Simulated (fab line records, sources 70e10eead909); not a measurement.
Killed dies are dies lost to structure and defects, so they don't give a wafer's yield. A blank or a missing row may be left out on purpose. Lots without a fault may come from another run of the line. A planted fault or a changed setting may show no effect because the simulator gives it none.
fab line records | flow nand_harc | part 2 of 2: steps 5 to 6 of 6
record lots=24 wafers=72 last_day=33
route steps=1302 shown A_CONTACT@1004
lots that met no fault: from a run of the same line without faults
start_h: hours from the record's first day to the start of the lot's first wafer shown | wait_h: hours since the lot's step before | " the same as in the row above | L1.1+2: a row that stands for several wafers | - no value, or no start given | * or withheld: withheld | < > ~ a bound
route shown NAME@n: a module of which the file shows steps, and the number in the route of the first | usual: mean/standard deviation of fault-free wafers | same: alike in all rows | chamber/n: place in a boat | sites: the reading at each site | _std_site: their standard deviation | _edge_site: outer sites' mean less inner sites' | radius_mm: how far each site lies from the wafer's centre | mask NAME#n: copy n | behind: the tool/chamber that last shaped the wafer | hold: why the lot was held/for how many hours/how that ended | device: the transistor (n, p or np) that didn't switch | end of line: the same wafers' tests at the end of the route | a step without rows: its recipe alone | killed: dies lost to structure and defects at the first sort, not the wafer's yield | map: a wafer's dies, x killed, . not, _ none there
set.NAME: the setting as run; set.NAME@STEP: as run at that earlier step | model.NAME: the simulator's own value behind a step, which no gauge read
steps of the route over a sample of lots; a table a step, a row a wafer
services: from which hour (start_h, from the record's first day; less than 0 if before it) a tool's chamber was out of use, for how many hours, and why
## steps
# step NHARC_A_CONTACT_ETCH_77
# recipe target_depth_a=1089 time_s=54.5 cf4_flow_sccm=100 chf3_flow_sccm=30 ar_flow_sccm=0 rf_w=500 bias_w=200 chemistry=CF4/CHF3
# usual drypump_motor_current_A=5.8/0.54 oes_product_au=0.938/0.021 rf_vpp_V=370.0/2.7 showerhead_plenum_p_Torr=1.56/0.08 throttle_valve_pct=16.803/0.0091
# columns lot.wafer tool chamber start_h wait_h drypump_motor_current_A oes_product_au rf_hours_counter_h rf_vpp_V showerhead_plenum_p_Torr throttle_valve_pct
L074.4 rie_diel-06 1 - - 6.0 0.965 2 367.4 1.48 16.810
L074.1 " 3 " " 5.3 0.984 2 370.8 1.54 16.797
L074.5 " 2 " " 4.6 0.962 - 372.6 1.59 16.802
L075.4 rie_diel-05 0 - - 6.1 0.903 16 375.1 1.66 16.798
L075.1 " 1 " " 5.8 0.925 16 368.2 1.48 16.797
L075.5 " 3 " " 5.4 0.929 - 368.4 1.49 16.791
L078.2 rie_diel-06 0 - - 6.3 0.979 13 371.7 1.59 16.810
L078.4 " 1 " " 5.9 0.961 14 367.0 1.48 16.809
L078.3 " 2 " " 4.6 0.968 15 371.2 1.59 16.807
L076.1 rie_diel-05 3 - - 5.4 0.930 20 367.4 1.49 16.806
L076.3 " 1 " " 5.8 0.922 20 366.5 1.48 16.801
L076.5 " 3 " " 5.4 0.920 - 368.3 1.49 16.798
L079.1 rie_diel-06 3 - - 5.3 0.932 15 368.9 1.54 16.805
L079.4 " 1 " " 6.0 0.925 16 366.7 1.48 16.794
L079.6 " 3 " " 5.3 0.933 - 369.6 1.54 16.812
L077.4 rie_diel-10 0 - - 5.7 0.990 34 366.5 1.46 16.799
L077.3 " 1 " " 6.5 0.975 37 369.6 1.55 16.803
L077.1 " 2 " " 5.9 0.943 43 370.8 1.62 16.809
L081.2 rie_diel-05 1 - - 5.8 0.935 23 369.6 1.48 16.798
L081.3 " 3 " " 5.4 0.920 23 368.0 1.49 16.803
L081.6 " 0 " " 6.1 0.915 - 372.4 1.66 16.796
L080.2 rie_diel-05 1 - - 5.8 0.926 24 366.9 1.48 16.805
L080.4 " 0 " " 6.1 0.927 25 373.5 1.66 16.795
L080.6 " 2 " " 6.4 0.923 - 366.7 1.46 16.809
L084.2 rie_diel-10 1 - - 6.5 0.930 54 369.5 1.55 16.808
L084.1 " 2 " " 5.9 0.909 58 372.4 1.61 16.803
L084.6 " 0 " " 5.6 0.929 - 366.8 1.46 16.802
L082.2 rie_diel-06 2 - - 4.6 0.928 38 371.3 1.58 16.810
L082.5 " 2 " " 4.6 0.942 - 371.7 1.58 16.810
L082.6 " 3 " " 5.3 0.939 - 368.9 1.53 16.814
L083.2 rie_diel-06 0 - - 6.3 0.926 36 371.3 1.59 16.811
L083.3 " 2 " " 4.6 0.931 39 370.1 1.58 16.800
L083.4 " 3 " " 5.3 0.929 37 369.0 1.53 16.784
L085.1 rie_diel-05 3 - - 5.4 0.943 4 367.4 1.49 16.804
L085.3 " 0 " " 6.1 0.924 5 373.5 1.66 16.804
L085.6 " 1 " " 5.8 0.928 - 366.2 1.47 16.813
L086.4 rie_diel-05 1 - - 5.9 0.968 6 368.2 1.47 16.814
L086.2 " 3 " " 5.4 0.986 5 368.3 1.49 16.805
L086.6 " 2 " " 6.5 0.963 - 375.0 1.70 16.814
L087.4 rie_diel-05 3 - - 5.4 0.948 8 368.1 1.49 16.792
L087.2 " 0 " " 6.1 0.923 11 373.6 1.66 16.796
L087.5 " 3 " " 5.4 0.939 - 368.2 1.49 16.806
L088.3 rie_diel-05 2 - - 6.4 0.919 10 375.4 1.70 16.805
L088.2 " 1 " " 5.8 0.919 12 367.8 1.47 16.808
L088.5 " 2 " " 6.5 0.925 - 375.4 1.70 16.799
L089.4 rie_diel-06 0 - - 6.4 0.940 53 369.9 1.58 16.800
L089.3 " 1 " " 6.0 0.934 54 367.2 1.47 16.800
L089.2 " 2 " " 4.6 0.932 55 370.4 1.58 16.810
L090.3 rie_diel-06 1 - - 6.0 0.939 58 367.9 1.47 16.817
L090.2 " 2 " " 4.6 0.940 59 368.7 1.58 16.805
L090.6 " 2 " " 4.6 0.928 - 371.2 1.58 16.802
L091.2 rie_diel-05 0 - - 6.1 0.916 15 373.0 1.66 16.809
L091.3 " 3 " " 5.4 0.936 13 368.5 1.49 16.792
L091.6 " 1 " " 5.8 0.937 - 367.5 1.47 16.787
L093.4 rie_diel-06 0 - - 6.4 0.979 0 371.7 1.58 16.810
L093.1 " 2 " " 4.6 0.977 0 370.6 1.57 16.808
L093.5 " 1 " " 6.0 0.982 - 366.4 1.47 16.812
L092.3 rie_diel-05 0 - - 6.1 0.913 19 374.8 1.66 16.783
L092.5 " 2 " " 6.4 0.922 - 373.3 1.70 16.817
L092.6 " 3 " " 5.4 0.941 - 368.0 1.49 16.794
L095.2 rie_diel-10 0 - - 5.6 0.940 26 374.9 1.69 16.799
L095.3 " 1 " " 6.5 0.941 29 370.0 1.54 16.796
L095.1 " 2 " " 5.9 0.939 28 373.0 1.61 16.787
L094.4 rie_diel-05 0 - - 6.0 0.920 23 374.0 1.65 16.807
L094.6 " 3 " " 5.4 0.939 - 367.7 1.49 16.797
L094.5 " 0 " " 6.1 0.919 - 372.3 1.65 16.789
L096.2 rie_diel-05 2 - - 6.4 0.923 24 373.1 1.69 16.819
L096.1 " 0 " " 6.1 0.929 25 373.5 1.65 16.808
L096.6 " 1 " " 5.8 0.931 - 368.6 1.47 16.810
L097.3 rie_diel-10 1 - - 6.5 0.940 40 369.6 1.54 16.792
L097.1 " 2 " " 6.0 0.941 40 370.8 1.60 16.808
L097.5 " 2 " " 5.9 0.935 - 371.4 1.60 16.809
# step NHARC_A_CONTACT_ETCH_126
# recipe source_w=withheld pressure_mtorr=20 bias_v=3000 time_s=197 target_depth_a=19180 ar_flow_sccm=withheld c4f8_flow_sccm=withheld o2_flow_sccm=withheld chemistry=C4F8/O2/Ar
# columns lot.wafer tool chamber start_h wait_h rf_hours_counter_h
L074.1 har_cap_etch-02 0 503.32 0.1 83
L074.4 " 1 " " -
L074.5 " 0 " " -
L075.1 har_cap_etch-03 0 513.03 0.1 45
L075.4 " 0 " " -
L075.5 " 0 " " -
L078.2 har_cap_etch-03 1 535.36 0.1 49
L078.4 " 1 " " -
L078.3 " 0 " " -
L076.1 har_cap_etch-01 0 536.01 0.1 4
L076.3 " 0 " " -
L076.5 " 0 " " -
L079.1 har_cap_etch-02 1 540.46 0.2 91
L079.4 " 0 " " -
L079.6 " 1 " " -
L077.1 har_cap_etch-01 0 544.81 0.1 6
L077.4 " 1 " " -
L077.3 " 0 " " -
L081.2 har_cap_etch-02 0 556.33 0.1 95
L081.3 " 1 " " -
L081.6 " 1 " " -
L080.2 har_cap_etch-03 1 566.41 0.1 55
L080.4 " 1 " " -
L080.6 " 1 " " -
L084.2 har_cap_etch-01 0 590.45 0.1 14
L084.1 " 1 " " 14
L084.6 " 1 " " -
L082.2 har_cap_etch-03 1 591.54 0.1 59
L082.5 " 0 " " -
L082.6 " 1 " " -
L083.2 har_cap_etch-02 0 592.21 0.1 101
L083.4 " 1 " " -
L083.3 " 0 " " -
L085.1 har_cap_etch-02 1 626.08 0.1 104
L085.3 " 1 " " -
L085.6 " 0 " " -
L086.2 har_cap_etch-01 0 629.22 0.1 19
L086.4 " 0 " " -
L086.6 " 0 " " -
L087.2 har_cap_etch-02 1 641.81 0.1 108
L087.4 " 1 " " -
L087.5 " 0 " " -
L088.2 har_cap_etch-03 0 643.87 0.1 69
L088.3 " 0 " " -
L088.5 " 0 " " -
L089.2 har_cap_etch-01 0 645.68 0.1 24
L089.3 " 0 " " -
L089.4 " 1 " " -
L090.2 har_cap_etch-03 0 657.54 0.1 73
L090.3 " 1 " " -
L090.6 " 0 " " -
L091.2 har_cap_etch-02 1 660.77 0.1 113
L091.3 " 0 " " -
L091.6 " 1 " " -
L093.1 har_cap_etch-01 0 675.35 0.1 30
L093.4 " 0 " " -
L093.5 " 0 " " -
L092.3 har_cap_etch-03 0 681.20 0.2 -
L092.6 " 0 " " -
L092.5 " 1 " " -
L095.2 har_cap_etch-01 1 701.57 0.1 33
L095.1 " 0 " " 33
L095.3 " 1 " " -
L094.4 har_cap_etch-03 0 702.76 0.1 -
L094.6 " 1 " " -
L094.5 " 0 " " -
L096.1 har_cap_etch-02 1 719.09 0.1 123
L096.2 " 0 " " 123
L096.6 " 0 " " -
L097.1 har_cap_etch-01 0 731.84 0.1 39
L097.3 " 1 " " -
L097.5 " 1 " " -
## services
# columns tool chamber start_h hours kind
rie_diel-06 0 474.62 15.1 repair
rie_diel-06 - 486.56 9.0 pm
rie_diel-05 0 489.15 - clean
rie_diel-05 1 489.15 - clean
rie_diel-05 2 489.15 - clean
rie_diel-05 3 489.15 - clean
har_cap_etch-01 - 497.00 17.0 pm
rie_diel-05 0 513.65 - clean
rie_diel-05 1 513.65 - clean
rie_diel-05 2 513.65 - clean
rie_diel-05 3 513.65 - clean
rie_diel-05 0 538.15 - clean
rie_diel-06 3 557.88 3.3 repair
har_cap_etch-03 - 577.37 0.2 repair
rie_diel-05 - 583.65 9.0 pm
rie_diel-10 - 596.69 9.0 pm
rie_diel-06 0 602.96 9.3 repair
har_cap_etch-02 - 610.61 0.9 repair
rie_diel-05 0 617.74 2.8 repair
har_cap_etch-02 - 623.70 0.3 repair
rie_diel-06 1 636.48 1.5 repair
rie_diel-06 - 663.58 9.0 pm
rie_diel-06 0 695.97 2.9 repair
rie_diel-10 0 726.04 1.5 repair
